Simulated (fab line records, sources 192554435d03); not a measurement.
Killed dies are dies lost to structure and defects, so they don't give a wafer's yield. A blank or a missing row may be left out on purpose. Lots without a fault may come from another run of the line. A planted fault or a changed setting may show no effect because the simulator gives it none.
Chamber matching | flow n5_finfet | N5_BEOL_M0_SAQP_PECVD_96 on pecvd-02: 3 sister chambers
The step deposits a-Si from SiH4/He, target thk 45 nm, time 45.2 s. 14 wafers are shown with their chamber, then 7 later ones without.

WAFERS WITH THEIR CHAMBER
wafer  | chamber | heater_power_w (W) | throttle_valve_pct (%) | showerhead_plenum_p_Torr (Torr)
L074.3 | 0       | 733                | 17.5                   | 5.670
L074.5 | 1       | 460                | 17.3                   | 5.718
L074.6 | 0       | 736                | 17.3                   | 5.691
L076.1 | 1       | 467                | 17.3                   | 5.708
L076.4 | 1       | 463                | 17.4                   | 5.702
L076.6 | 2       | 705                | 16.4                   | 5.679
L083.1 | 2       | 678                | 16.7                   | 5.674
L083.3 | 0       | 727                | 17.6                   | 5.680
L083.6 | 2       | 659                | 16.7                   | 5.658
L085.4 | 2       | 681                | 16.4                   | 5.674
L085.5 | 0       | 719                | 17.4                   | 5.681
L085.6 | 1       | 493                | 17.1                   | 5.723
L088.1 | 1       | 476                | 17.5                   | 5.704
L088.2 | 0       | 666                | 17.6                   | 5.687

SIGNATURES (means of the wafers above)
reading                  | chamber 0 | chamber 1 | chamber 2 | scatter within a chamber
heater_power_w           | 716.20    | 471.80    | 680.75    | 21.5
throttle_valve_pct       | 17.480    | 17.320    | 16.550    | 0.15
showerhead_plenum_p_Torr | 5.68180   | 5.71100   | 5.67125   | 0.00873
Rule: a wafer's distance from a chamber is the root of the sum, over the readings, of the square of ((its reading less the chamber's mean) divided by the reading's scatter). The wafer belongs to the nearest chamber; if the next one is less than 2 further off, it can't be placed. The scatter: the root of (the sum of the squares of (reading less its chamber's mean) over the shown wafers, divided by (wafers less chambers)).

WAFERS WITHOUT THEIR CHAMBER
wafer  | heater_power_w (W) | throttle_valve_pct (%) | showerhead_plenum_p_Torr (Torr)
L088.3 | 629                | 16.6                   | 5.664
L089.1 | 472                | 17.3                   | 5.722
L089.3 | 669                | 16.8                   | 5.668
L089.4 | 483                | 17.1                   | 5.718
L090.2 | 725                | 17.6                   | 5.676
L090.3 | 719                | 16.7                   | 5.680
L090.5 | 716                | 16.7                   | 5.666

WHICH CHAMBER EACH WENT THROUGH
wafer  | from the rows above | in truth
L088.3 | 2                   | 2
L089.1 | 1                   | 1
L089.3 | 2                   | 2
L089.4 | 1                   | 1
L090.2 | 0                   | 0
L090.3 | 2                   | 2
L090.5 | 2                   | 2
Placed correctly: 7 of 7. Can't be placed from these rows: 0. Placed wrongly: 0.
